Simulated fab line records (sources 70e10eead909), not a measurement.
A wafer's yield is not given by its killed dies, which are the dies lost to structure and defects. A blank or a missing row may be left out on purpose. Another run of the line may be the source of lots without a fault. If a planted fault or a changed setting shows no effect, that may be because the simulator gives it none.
fab line records    flow nand_harc
[record] lots = 6  wafers = 18  last_day = 23
route steps=1159 shown A_CONTACT@897 END@1159
lots that met no fault: from a run of the same line without faults
start_h: hours from the record's first day to the start of the lot's first wafer shown    wait_h: hours elapsed since this lot's preceding step    " as in the row above    L1.1+2: a single row standing in for several wafers    - no value, or no start given    * or withheld: withheld    < > ~ a bound
route shown NAME@n: NAME is a module with steps in the file, n the number in the route of the first one    usual: mean/standard deviation of fault-free wafers    same: alike in all rows    chamber/n: place in a boat    sites: readings site by site    _std_site: standard deviation of those values    _edge_site: mean of outer sites minus mean of inner sites    radius_mm: how far each site lies from the wafer's centre    mask NAME#n: copy n    behind: the most recent tool/chamber to have shaped the wafer    hold: cause of the lot's hold/its duration in hours/its outcome    device: whichever transistor did not switch (one of n, p or np)    end of line: the same wafers' tests at the end of the route    a step with no rows: only its recipe    killed: dies that structure and defects cost at the first sort, which is not the same as the wafer's yield    map: shows each die of a wafer: x if killed, . if not, _ if none is there
set.NAME: the run value of the setting; set.NAME@STEP: its run value at that earlier step    model.NAME: the simulator's own value behind a step, which no gauge read
a table for each step, a row for each wafer; lots at some steps of the route
services: the hour from which a tool's chamber was out of use, counted from the record's first day as start_h (under 0 if before that day), plus the number of hours and why
[[steps]]
[step NHARC_A_CONTACT_OVL_MEAS_70]
[usual] overlay_x_nm = 0.1/0.68  overlay_y_nm = 0.0/0.71
lot.wafer  tool        chamber  start_h  wait_h  overlay_x_nm  overlay_y_nm
L869.2     overlay-01  -        374.82   -       -0.4          0.0
L869.4     "           -        "        "       -0.3          -0.2
L869.5     "           -        "        "       0.0           0.4
L871.1     overlay-02  -        391.53   -       0.5           -0.2
L871.3     "           -        "        "       0.6           0.1
L871.6     "           -        "        "       1.0           -0.4
L874.2     overlay-01  -        396.23   -       -0.3          0.6
L874.3     "           -        "        "       -0.7          0.7
L874.5     "           -        "        "       0.0           0.2
L878.2     overlay-02  -        433.05   -       -0.2          -0.3
L878.3     "           -        "        "       -0.3          -0.1
L878.4     "           -        "        "       -1.0          0.0
L881.4     overlay-02  -        468.27   -       0.4           0.1
L881.5     "           -        "        "       -0.4          0.8
L881.6     "           -        "        "       0.2           1.0
L886.1     overlay-02  -        489.11   -       -0.4          -0.7
L886.2     "           -        "        "       -0.7          -0.5
L886.6     "           -        "        "       -0.2          -0.9
[step NHARC_A_CONTACT_INSPECT_71]
[usual] raw_defect_count = 28/13
lot.wafer  tool               chamber  start_h  wait_h  raw_defect_count
L869.2     defect_inspect-02  -        374.86   0.0     15
L869.4     "                  -        "        "       31
L869.5     "                  -        "        "       26
L871.1     defect_inspect-02  -        391.56   0.0     27
L871.3     "                  -        "        "       32
L871.6     "                  -        "        "       30
L874.2     defect_inspect-02  -        396.29   0.1     16
L874.3     "                  -        "        "       11
L874.5     "                  -        "        "       5
L878.2     defect_inspect-02  -        433.08   0.0     50
L878.3     "                  -        "        "       36
L878.4     "                  -        "        "       47
L881.4     defect_inspect-01  -        468.31   0.0     35
L881.5     "                  -        "        "       42
L881.6     "                  -        "        "       20
L886.1     defect_inspect-01  -        489.14   0.0     38
L886.2     "                  -        "        "       44
L886.6     "                  -        "        "       47
[step NHARC_A_CONTACT_DESCUM_74]
[recipe] time_s = 3  o2_flow_sccm = 200  ar_flow_sccm = 0  bias_power_w = 0  chemistry = O2
[usual] drypump_motor_current_A = 5.9/0.52  oes_product_au = 1.001/0.0081  rf_vpp_V = 58.0/0.91  showerhead_plenum_p_Torr = 1.94/0.074  throttle_valve_pct = 11.311/0.0083
[same] bias_power_w = 0  time_s = 3
lot.wafer  tool         chamber  start_h  wait_h  drypump_motor_current_A  oes_product_au  rf_hours_counter_h  rf_vpp_V  showerhead_plenum_p_Torr  throttle_valve_pct
L869.2     rie_diel-07  1        374.94   0.1     6.1                      0.998           28                  57.5      1.97                      11.307
L869.4     "            2        "        "       6.8                      1.013           27                  57.5      2.00                      11.313
L869.5     "            0        "        "       6.0                      0.984           -                   57.8      1.89                      11.321
L871.3     rie_diel-11  2        391.70   0.1     6.0                      1.005           4                   56.7      1.81                      11.310
L871.1     "            3        "        "       5.4                      0.997           4                   58.4      1.99                      11.318
L871.6     "            1        "        "       5.6                      1.004           -                   57.3      1.79                      11.315
L874.3     rie_diel-05  0        396.38   0.1     5.6                      1.006           18                  56.9      1.82                      11.310
L874.2     "            1        "        "       5.7                      0.991           16                  58.1      1.95                      11.308
L874.5     "            3        "        "       5.5                      1.001           -                   58.1      1.98                      11.310
L878.4     rie_diel-07  0        433.14   0.1     6.0                      1.014           3                   57.1      1.89                      11.319
L878.2     "            1        "        "       6.1                      1.001           4                   57.7      1.97                      11.302
L878.3     "            2        "        "       6.8                      1.004           4                   58.0      1.99                      11.301
L881.4     rie_diel-07  3        468.38   0.1     5.0                      1.003           7                   57.7      2.03                      11.324
L881.5     "            1        "        "       6.1                      0.993           -                   59.1      1.97                      11.304
L881.6     "            2        "        "       6.7                      1.018           -                   57.6      1.99                      11.322
L886.1     rie_diel-07  2        489.21   0.1     6.8                      1.013           16                  58.6      1.99                      11.312
L886.2     "            3        "        "       5.0                      1.004           12                  59.8      2.03                      11.290
L886.6     "            1        "        "       6.1                      0.982           -                   58.3      1.96                      11.301
[step NHARC_A_CONTACT_ETCH_75]
[recipe] target_depth_a = 390  over_etch_frac = 0.3  time_s = 65  ion_energy_ev = 80  cf4_flow_sccm = 150  ar_flow_sccm = 0  rf_w = 300  bias_w = 100  chemistry = CF4
[step NHARC_A_CONTACT_ETCH_76]
[recipe] target_depth_a = 2600  over_etch_frac = 0.3  time_s = 475.3  ion_energy_ev = 200  n2_flow_sccm = 150  h2_flow_sccm = 150  ar_flow_sccm = 0  rf_w = 400  bias_w = 150  chemistry = N2/H2
[usual] bias_w = 150.0/0.49  drypump_motor_current_A = 5.9/0.52  h2_flow_sccm = 149.9/0.46  oes_product_au = 1.000/0.0086  rf_vpp_V = 431.2/2.3  showerhead_plenum_p_Torr = 2.07/0.08  throttle_valve_pct = 14.172/0.0091
[same] time_s = 475.3
lot.wafer  tool         chamber  start_h  wait_h  bias_w  drypump_motor_current_A  h2_flow_sccm  oes_product_au  rf_hours_counter_h  rf_vpp_V  showerhead_plenum_p_Torr  throttle_valve_pct
L869.2     rie_diel-07  2        -        -       149.5   6.8                      150.2         1.008           27                  434.0     2.13                      14.166
L869.4     "            3        "        "       149.8   5.0                      150.1         0.998           26                  434.4     2.18                      14.182
L869.5     "            2        "        "       149.9   6.8                      149.3         1.012           -                   433.6     2.13                      14.174
L871.1     rie_diel-11  3        -        -       149.9   5.4                      150.5         1.017           4                   432.5     2.12                      14.167
L871.3     "            1        "        "       149.8   5.6                      149.9         1.008           5                   426.3     1.90                      14.185
L871.6     "            2        "        "       150.4   5.9                      150.3         1.003           -                   426.3     1.93                      14.183
L874.2     rie_diel-05  3        -        -       150.4   5.5                      150.0         1.001           13                  432.2     2.11                      14.175
L874.3     "            1        "        "       150.3   5.7                      150.8         0.991           17                  430.7     2.08                      14.185
L874.5     "            0        "        "       149.3   5.6                      149.7         1.000           -                   429.4     1.94                      14.185
L878.2     rie_diel-07  2        -        -       150.8   6.8                      150.1         0.992           5                   431.5     2.13                      14.161
L878.4     "            3        "        "       150.3   5.0                      149.8         1.004           4                   433.7     2.17                      14.172
L878.3     "            0        "        "       149.1   6.1                      149.7         1.004           3                   428.4     2.02                      14.166
L881.4     rie_diel-07  0        -        -       150.7   6.0                      149.3         0.995           9                   429.5     2.01                      14.167
L881.6     "            1        "        "       150.0   6.1                      150.5         0.975           -                   430.8     2.10                      14.168
L881.5     "            2        "        "       150.2   6.7                      149.5         1.009           -                   433.3     2.12                      14.164
L886.1     rie_diel-07  3        -        -       150.3   5.0                      150.3         1.001           12                  434.7     2.17                      14.147
L886.2     "            0        "        "       150.8   6.0                      149.7         0.995           15                  431.1     2.01                      14.180
L886.6     "            1        "        "       149.6   6.1                      150.8         0.987           -                   432.0     2.10                      14.164
[step NHARC_A_CONTACT_ETCH_77]
[recipe] target_depth_a = 726  time_s = 36.3  cf4_flow_sccm = 100  chf3_flow_sccm = 30  ar_flow_sccm = 0  rf_w = 500  bias_w = 200  chemistry = CF4/CHF3
[step NHARC_A_CONTACT_ETCH_78]
[recipe] target_depth_a = 28000  over_etch_frac = 0.3  time_s = 728  ion_energy_ev = 150  o2_flow_sccm = 400  cos_flow_sccm = 20  ar_flow_sccm = 0  rf_w = 500  bias_w = 300  chemistry = O2/COS
[step NHARC_A_CONTACT_ETCH_124]
[recipe] source_w = withheld  pressure_mtorr = 20  bias_v = withheld  time_s = 140  target_depth_a = 7000  ar_flow_sccm = withheld  c4f8_flow_sccm = withheld  o2_flow_sccm = withheld  chemistry = C4F8/O2/Ar
[step NHARC_A_CONTACT_ETCH_125]
[recipe] source_w = withheld  pressure_mtorr = 20  bias_v = 1200  time_s = 155  target_depth_a = 9560  ar_flow_sccm = withheld  c4f8_flow_sccm = withheld  o2_flow_sccm = withheld  chemistry = C4F8/O2/Ar
[same] time_s = 155
lot.wafer  tool             chamber  start_h  wait_h  rf_hours_counter_h
L869.2     har_cap_etch-02  1        376.51   0.2     8
L869.4     "                1        "        "       -
L869.5     "                1        "        "       -
L871.1     har_cap_etch-03  1        393.10   0.2     90
L871.3     "                1        "        "       -
L871.6     "                0        "        "       -
L874.2     har_cap_etch-02  0        397.75   0.2     14
L874.3     "                0        "        "       -
L874.5     "                0        "        "       -
L878.2     har_cap_etch-02  0        434.51   0.2     19
L878.4     "                0        "        "       -
L878.3     "                1        "        "       -
L881.4     har_cap_etch-02  1        469.76   0.1     -
L881.6     "                0        "        "       -
L881.5     "                1        "        "       -
L886.1     har_cap_etch-03  0        490.53   0.2     106
L886.2     "                1        "        "       106
L886.6     "                1        "        "       -
[step NHARC_A_CONTACT_ETCH_126]
[recipe] source_w = withheld  pressure_mtorr = 20  bias_v = 1200  time_s = 155  target_depth_a = 9560  ar_flow_sccm = withheld  c4f8_flow_sccm = withheld  o2_flow_sccm = withheld  chemistry = C4F8/O2/Ar
[step NHARC_A_CONTACT_ETCH_127]
[recipe] source_w = withheld  pressure_mtorr = 20  bias_v = 1200  time_s = 155  target_depth_a = 9560  ar_flow_sccm = withheld  c4f8_flow_sccm = withheld  o2_flow_sccm = withheld  chemistry = C4F8/O2/Ar
[step NHARC_A_CONTACT_ETCH_128]
[recipe] source_w = withheld  pressure_mtorr = 20  bias_v = 1200  time_s = 155  target_depth_a = 9560  ar_flow_sccm = withheld  c4f8_flow_sccm = withheld  o2_flow_sccm = withheld  chemistry = C4F8/O2/Ar
[step NHARC_A_CONTACT_ETCH_129]
[recipe] source_w = withheld  pressure_mtorr = 20  bias_v = 1200  time_s = 155  target_depth_a = 9560  ar_flow_sccm = withheld  c4f8_flow_sccm = withheld  o2_flow_sccm = withheld  chemistry = C4F8/O2/Ar
[same] time_s = 155
lot.wafer  tool             chamber  start_h  wait_h  rf_hours_counter_h
L869.2     har_cap_etch-02  1        377.07   0.1     8
L869.4     "                1        "        "       -
L869.5     "                1        "        "       -
L871.1     har_cap_etch-03  1        393.67   0.1     90
L871.3     "                1        "        "       -
L871.6     "                0        "        "       -
L874.2     har_cap_etch-02  0        398.32   0.1     14
L874.3     "                0        "        "       -
L874.5     "                0        "        "       -
L878.2     har_cap_etch-02  0        435.08   0.1     19
L878.4     "                0        "        "       -
L878.3     "                1        "        "       -
L881.4     har_cap_etch-02  1        470.32   0.1     -
L881.6     "                0        "        "       -
L881.5     "                1        "        "       -
L886.1     har_cap_etch-03  0        491.10   0.1     106
L886.2     "                1        "        "       106
L886.6     "                1        "        "       -
[step NHARC_A_CONTACT_ETCH_130]
[recipe] source_w = withheld  pressure_mtorr = 20  bias_v = 1200  time_s = 155  target_depth_a = 9560  ar_flow_sccm = withheld  c4f8_flow_sccm = withheld  o2_flow_sccm = withheld  chemistry = C4F8/O2/Ar
[step NHARC_A_CONTACT_ETCH_131]
[recipe] source_w = withheld  pressure_mtorr = 20  bias_v = 1200  time_s = 155  target_depth_a = 9560  ar_flow_sccm = withheld  c4f8_flow_sccm = withheld  o2_flow_sccm = withheld  chemistry = C4F8/O2/Ar
[same] time_s = 155
lot.wafer  tool             chamber  start_h  wait_h  rf_hours_counter_h
L869.2     har_cap_etch-02  1        377.35   0.1     8
L869.4     "                1        "        "       -
L869.5     "                1        "        "       -
L871.1     har_cap_etch-03  1        393.96   0.1     90
L871.3     "                1        "        "       -
L871.6     "                0        "        "       -
L874.2     har_cap_etch-02  0        398.61   0.1     14
L874.3     "                0        "        "       -
L874.5     "                0        "        "       -
L878.2     har_cap_etch-02  0        435.36   0.1     20
L878.4     "                0        "        "       -
L878.3     "                1        "        "       -
L881.4     har_cap_etch-02  1        470.60   0.1     -
L881.6     "                0        "        "       -
L881.5     "                1        "        "       -
L886.1     har_cap_etch-03  0        491.38   0.1     107
L886.2     "                1        "        "       107
L886.6     "                1        "        "       -
[step NHARC_A_CONTACT_ETCH_132]
[recipe] source_w = withheld  pressure_mtorr = 20  bias_v = 1200  time_s = 156  target_depth_a = 9580  ar_flow_sccm = withheld  c4f8_flow_sccm = withheld  o2_flow_sccm = withheld  chemistry = C4F8/O2/Ar
[step NHARC_A_CONTACT_ETCH_133]
[recipe] source_w = withheld  pressure_mtorr = 20  bias_v = 400  time_s = 195  target_depth_a = 8400  ar_flow_sccm = withheld  c4f8_flow_sccm = 11.5  o2_flow_sccm = 7.2  chemistry = C4F8/O2/Ar
[step NHARC_A_CONTACT_ETCH_91]
[recipe] target_depth_a = 400  over_etch_frac = 0.5  time_s = 85.7  ion_energy_ev = 120  ch3f_flow_sccm = 50  o2_flow_sccm = 30  ar_flow_sccm = 200  rf_w = 500  bias_w = 100  chemistry = CH3F/O2
[step NHARC_A_CONTACT_ETCH_97]
[recipe] target_depth_a = 200  over_etch_frac = 0.5  time_s = 10  ion_energy_ev = 250  c4f6_flow_sccm = 25  o2_flow_sccm = 20  ar_flow_sccm = 500  rf_w = 600  bias_w = 500  chemistry = C4F6/O2
[usual] bias_w = 500.1/1.6  drypump_motor_current_A = 5.8/0.41  oes_product_au = 0.963/0.023  rf_vpp_V = 546/3.4  showerhead_plenum_p_Torr = 3.90/0.16  throttle_valve_pct = 26.903/0.0091
[same] time_s = 10
lot.wafer  tool         chamber  start_h  wait_h  bias_w  drypump_motor_current_A  oes_product_au  rf_hours_counter_h  rf_vpp_V  showerhead_plenum_p_Torr  throttle_valve_pct
L869.2     rie_diel-05  2        -        -       496.3   5.5                      0.941           9                   547       3.96                      26.896
L869.4     "            0        "        "       496.8   5.6                      0.952           11                  544       3.75                      26.890
L869.5     "            1        "        "       503.0   5.7                      0.948           -                   549       3.99                      26.897
L871.3     rie_diel-07  3        -        -       501.9   5.1                      0.972           31                  551       4.15                      26.907
L871.1     "            1        "        "       501.4   6.1                      0.955           33                  548       4.03                      26.912
L871.6     "            3        "        "       497.8   5.0                      0.976           -                   551       4.15                      26.919
L874.2     rie_diel-07  3        -        -       500.0   5.0                      1.006           31                  551       4.15                      26.896
L874.3     "            0        "        "       498.6   6.1                      1.002           33                  546       3.88                      26.904
L874.5     "            3        "        "       500.2   5.1                      1.003           -                   551       4.15                      26.905
L878.2     rie_diel-07  2        -        -       498.9   6.8                      0.957           5                   550       4.07                      26.897
L878.4     "            3        "        "       502.3   5.1                      0.946           5                   552       4.15                      26.908
L878.3     "            0        "        "       501.5   6.0                      0.938           4                   545       3.88                      26.906
L881.4     rie_diel-07  2        -        -       498.1   6.8                      0.985           13                  549       4.07                      26.892
L881.5     "            1        "        "       501.6   6.1                      0.955           -                   548       4.02                      26.897
L881.6     "            2        "        "       499.7   6.8                      0.993           -                   549       4.07                      26.897
L886.1     rie_diel-05  0        -        -       500.4   5.6                      0.932           53                  542       3.73                      26.883
L886.2     "            1        "        "       499.2   5.7                      0.924           50                  548       3.97                      26.890
L886.6     "            1        "        "       498.7   5.7                      0.927           -                   547       3.97                      26.905
[step NHARC_A_CONTACT_CD_MEAS_80]
[usual] cd_nm = 189.5/0.86
lot.wafer  tool       chamber  start_h  wait_h  cd_nm
L869.2     cd_sem-01  -        378.44   -       189.9
L869.4     "          -        "        "       189.9
L869.5     "          -        "        "       189.8
L871.1     cd_sem-02  -        395.09   -       190.6
L871.3     "          -        "        "       189.6
L871.6     "          -        "        "       190.9
L874.2     cd_sem-03  -        399.68   -       188.6
L874.3     "          -        "        "       189.0
L874.5     "          -        "        "       188.8
L878.2     cd_sem-01  -        436.44   -       188.5
L878.3     "          -        "        "       189.0
L878.4     "          -        "        "       188.8
L881.4     cd_sem-01  -        471.65   -       190.1
L881.5     "          -        "        "       189.5
L881.6     "          -        "        "       190.1
L886.1     cd_sem-03  -        492.45   -       187.9
L886.2     "          -        "        "       187.7
L886.6     "          -        "        "       188.2
[step NHARC_A_CONTACT_STRIP_103]
[recipe] n2_flow_sccm = 150  h2_flow_sccm = 150  ar_flow_sccm = 0  bias_w = 0  chemistry = N2/H2
[step NHARC_A_CONTACT_STRIP_104]
[recipe] cf4_flow_sccm = 100  chf3_flow_sccm = 30  ar_flow_sccm = 0  bias_w = 0  chemistry = CF4/CHF3
[step NHARC_A_CONTACT_STRIP_105]
[recipe] o2_flow_sccm = 400  cos_flow_sccm = 20  ar_flow_sccm = 0  bias_w = 0  chemistry = O2/COS
[step NHARC_A_CONTACT_ETCH_106]
[recipe] target_depth_a = 600  overetch_a = 60  time_s = 33  ion_energy_ev = 100  cf4_flow_sccm = 80  o2_flow_sccm = 20  ar_flow_sccm = 0  rf_w = 300  bias_w = 100  chemistry = CF4/O2
[step NHARC_A_CONTACT_STRIP_82]
[recipe] o2_flow_sccm = 500  ar_flow_sccm = 0  bias_w = 0  chemistry = O2
[step NHARC_A_CONTACT_STRIP_83]
[recipe] time_s = 600  temp_c = 30  chemistry = post_etch_residue_remover
[step NHARC_A_CONTACT_DEP_84]
[recipe] target_thk_a = 20000  temp_c = 400  material = aC
[step NHARC_A_CONTACT_DEP_85]
[recipe] target_thk_a = 500  target_thk_nm = 50  temp_c = 400  pressure_torr = 3.5  flow_sccm = 200  rf_w = 350  material = SiON
[step NHARC_A_CONTACT_DEHYDRATE_00]
[recipe] temp_c = 150  time_s = 120
[step NHARC_A_CONTACT_HMDS_01]
[recipe] time_s = 30
[step NHARC_A_CONTACT_COAT_86]
[recipe] temp_c = 260  time_s = 75
[step NHARC_A_CONTACT_COAT_87]
[recipe] temp_c = 225  time_s = 65
[step NHARC_A_CONTACT_COAT_02]
[recipe] spin_rpm = 1500  resist_thk_nm = 90
[step NHARC_A_CONTACT_SOFTBAKE_03]
[recipe] temp_c = 105  time_s = 55
[step NHARC_A_CONTACT_EBR_04]
[step NHARC_A_CONTACT_EXPOSE_05]
[recipe] na = 1.35  sigma_outer = 0.8  dose_mj = 84.24  mask_id = A_CC
[step NHARC_A_CONTACT_PEB_06]
[recipe] peb_temp_c = 100  peb_time_s = 65
[step NHARC_A_CONTACT_DEVELOP_07]
[recipe] develop_time_s = 35  dev_temp_c = 23
[step NHARC_A_CONTACT_CD_MEAS_08]
[recipe] target_cd_nm = 100  landing_energy_ev = 500
[usual] cd_nm = 100.2/0.49
lot.wafer  tool       chamber  start_h  wait_h  cd_nm
L869.2     cd_sem-01  0        381.71   -       100.0
L869.4     "          0        "        "       99.4
L869.5     "          0        "        "       99.6
L871.1     cd_sem-02  0        398.99   -       100.1
L871.3     "          0        "        "       99.9
L871.6     "          0        "        "       99.8
L874.2     cd_sem-02  0        402.60   -       100.2
L874.3     "          0        "        "       100.3
L874.5     "          0        "        "       100.6
L878.2     cd_sem-01  0        439.63   -       100.7
L878.3     "          0        "        "       100.7
L878.4     "          0        "        "       100.5
L881.4     cd_sem-02  0        475.05   -       99.4
L881.5     "          0        "        "       99.5
L881.6     "          0        "        "       100.2
L886.1     cd_sem-03  0        496.19   -       99.8
L886.2     "          0        "        "       99.4
L886.6     "          0        "        "       100.1
[step NHARC_A_CONTACT_OVL_MEAS_09]
[usual] overlay_x_nm = -0.3/0.82  overlay_y_nm = 0.1/0.86
lot.wafer  tool        chamber  start_h  wait_h  overlay_x_nm  overlay_y_nm
L869.2     overlay-01  -        381.80   -       0.8           1.0
L869.4     "           -        "        "       0.8           0.3
L869.5     "           -        "        "       0.4           1.2
L871.1     overlay-01  -        399.07   -       -0.7          -1.0
L871.3     "           -        "        "       -0.5          -1.4
L871.6     "           -        "        "       -0.4          -0.9
L874.2     overlay-02  -        402.69   -       -1.5          0.4
L874.3     "           -        "        "       -1.3          0.2
L874.5     "           -        "        "       -1.5          0.5
L878.2     overlay-02  -        439.72   -       -0.9          0.0
L878.3     "           -        "        "       -1.0          -0.2
L878.4     "           -        "        "       -0.4          0.2
L881.4     overlay-01  -        475.13   -       0.4           -0.5
L881.5     "           -        "        "       0.4           -0.9
L881.6     "           -        "        "       0.1           -0.7
L886.1     overlay-01  -        496.28   -       -0.7          0.1
L886.2     "           -        "        "       -1.4          0.3
L886.6     "           -        "        "       -1.4          0.2
[step NHARC_A_CONTACT_DESCUM_13]
[recipe] time_s = 3  o2_flow_sccm = 200  ar_flow_sccm = 0  bias_power_w = 0  chemistry = O2
[step NHARC_END_SORT_01]
[recipe] temp_c = 25
[usual] killed_at_array = 29/11  killed_at_other = 0.7/1.1  killed_at_periphery = 3.1/2  killed_dies = 33/11  killed_open = 3.5/1.8  killed_short = 2.0/1.4
[same] gross_dies = 677
lot.wafer  tool       chamber  start_h  wait_h  killed_at_array  killed_at_other  killed_at_periphery  killed_dies  killed_open  killed_short
L878.3     prober-01  0        506.03   3.1     125              1                1                    127          4            0
L881.4     prober-02  0        541.22   3.4     119              0                2                    121          5            4
L881.5     prober-02  0        542.02   3.7     125              0                1                    126          4            1
L886.2     prober-01  0        555.24   2.8     41               1                6                    48           2            3
// killed by level:class
L878.3 A_CONTACT:unspecified=88 A_SLIT:chamber_film_flake=16 A_CHANNEL_HOLE_D1:chamber_film_flake=7 A_STAIRCASE:chamber_film_flake=5 A_ZERO_WELL:chamber_film_flake=2 A_BONDPAD:chamber_film_flake=2 P_M0:geometric_particle:open=1 A_CHANNEL_FILL_D1:geometric_particle:open=1
L881.4 A_CONTACT:unspecified=86 A_CHANNEL_HOLE_D1:chamber_film_flake=18 A_CONTACT:geometric_particle:open=3 A_STAIRCASE:chamber_film_flake=3 A_CONTACT:chamber_film_flake=3 P_CONTACT:geometric_particle:short=1 P_M0:geometric_particle:short=1 A_SOURCE_PLATE:geometric_particle:short=1
L881.5 A_CONTACT:unspecified=83 A_CHANNEL_HOLE_D1:chamber_film_flake=32 A_STAIRCASE:chamber_film_flake=3 A_CONTACT:chamber_film_flake=2 A_ONON_D1:geometric_particle:open=1 A_SGD_CUT:geometric_particle:open=1 A_SGD_CUT:geometric_particle:short=1 A_BLC:geometric_particle:open=1
L886.2 A_CHANNEL_HOLE_D1:chamber_film_flake=18 A_SLIT:chamber_film_flake=13 P_ZERO_WELL:chamber_film_flake=3 A_STAIRCASE:chamber_film_flake=3 A_CONTACT:chamber_film_flake=3 P_GATE:chamber_film_flake=2 P_M1:geometric_particle:open=1 A_CHANNEL_HOLE_D1:geometric_particle:short=1
// map L878.3 (x killed, . not)
____________.____________
_________......._________
_______..........._______
______.............______
_____x.............._____
____.................____
____.........x.......____
___..x.......x........___
___.....x..xxxx.......___
__..x.....xxxxx.x......__
__x....x..xxxxxxx......__
_......x.xxxxxxxxx......_
_.x..x...xxxxxxxxx...x.._
_..x..xx..xxxxxxxxx....._
_...xxx...xxxxxxxx......_
_......x..xxxxxxxx......_
....xx.x.xxxxxxxx........
..........xxxxxxxx.......
....x.x...x.xxxx.........
............xxxxx........
.........................
_......................._
_....................x.._
_..x..x......x.........._
_...............x......._
_.............x........._
__x..............x.....__
__.....................__
___..............x....___
___.............x.....___
____......xx.....x...____
____.x...............____
_____x.............._____
______......x......______
_______......x...._______
_________......._________
____________.____________
// map L881.5 (x killed, . not)
____________.____________
_________......._________
_______..........._______
______.............______
_____..............._____
____.................____
____...x.....x.......____
___............xx.....___
___.......x.xxx.......___
__.........xxxxx.......__
__........xxxxxxx......__
_........xxxxxxx........_
_..........xxxxxx......._
_........xxxxxxxxx......_
_.......x.xxxxxxx.x....._
_........xxxxxxx.x......_
.........xxxxxxx.........
...........xxxxxxx.......
...........xxxxx....x....
.........x.xx.xxx........
...............xx........
_..............x....x..._
_.............x........._
_.............x........._
_...........x.x.x......._
_...........x.xxxx......_
__........x...xx..x....__
__...........xx.xx.....__
___.........xxxxxx....___
___..........xxxx.x...___
____.........xx.x.x..____
____.................____
_____.....x.....xx.._____
______.......x.....______
_______..........._______
_________......._________
____________.____________
[[services]]
tool             chamber  start_h  hours  kind
rie_diel-05      -        352.65   0.9    repair
rie_diel-07      0        360.33   -      clean
rie_diel-07      1        360.33   -      clean
rie_diel-07      2        360.33   -      clean
rie_diel-07      3        360.33   -      clean
rie_diel-11      -        367.18   9.0    pm
har_cap_etch-02  -        368.54   2.2    repair
rie_diel-05      3        381.74   12.5   repair
rie_diel-07      0        384.89   -      clean
rie_diel-07      1        384.89   -      clean
rie_diel-07      2        384.89   -      clean
rie_diel-07      3        384.89   -      clean
rie_diel-07      -        405.62   9.0    pm
rie_diel-07      0        405.62   9.0    vent_cycle
rie_diel-07      1        405.62   9.0    vent_cycle
rie_diel-07      2        405.62   9.0    vent_cycle
rie_diel-07      3        405.62   9.0    vent_cycle
rie_diel-07      0        414.62   -      clean
rie_diel-07      1        414.62   -      clean
rie_diel-05      1        423.83   4.1    repair
rie_diel-11      1        427.98   3.9    repair
rie_diel-07      3        440.93   18.8   repair
rie_diel-11      0        458.10   3.9    repair
rie_diel-11      -        479.81   0.3    repair
[[key]]
[first_sign] step = NHARC_END_SORT_01  reading = killed_at_array  direction = up  sigmas = 8.8  usual = 29  struck = 123
[effect] step = NHARC_END_SORT_01  reading = killed_dies  direction = up  sigmas = 8.6  usual = 33  struck = 125
[more_kills_born_at] NHARC_A_CONTACT_ETCH_129@har_cap_etch-02 = 257
met_at NHARC_A_CONTACT_ETCH_129
struck_wafers L878.3,L881.4,L881.5
tester_left_out L878,L881
onset_between 377.07 435.08
[fault] kind = chamber_particle_source  tool = har_cap_etch-02  chamber = 1  onset_h = 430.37  steps = NHARC_A_CONTACT_ETCH_129  rate_per_visit_cm2 = 0.85353  end_h = 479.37
// tester_left_out: of these lots the tester's yield and bins aren't shown, on N5 and GAA mostly nor the transistor test; their killed dies are dies lost to structure and defects alone, not to doping, threshold or leakage, so they don't give the yield
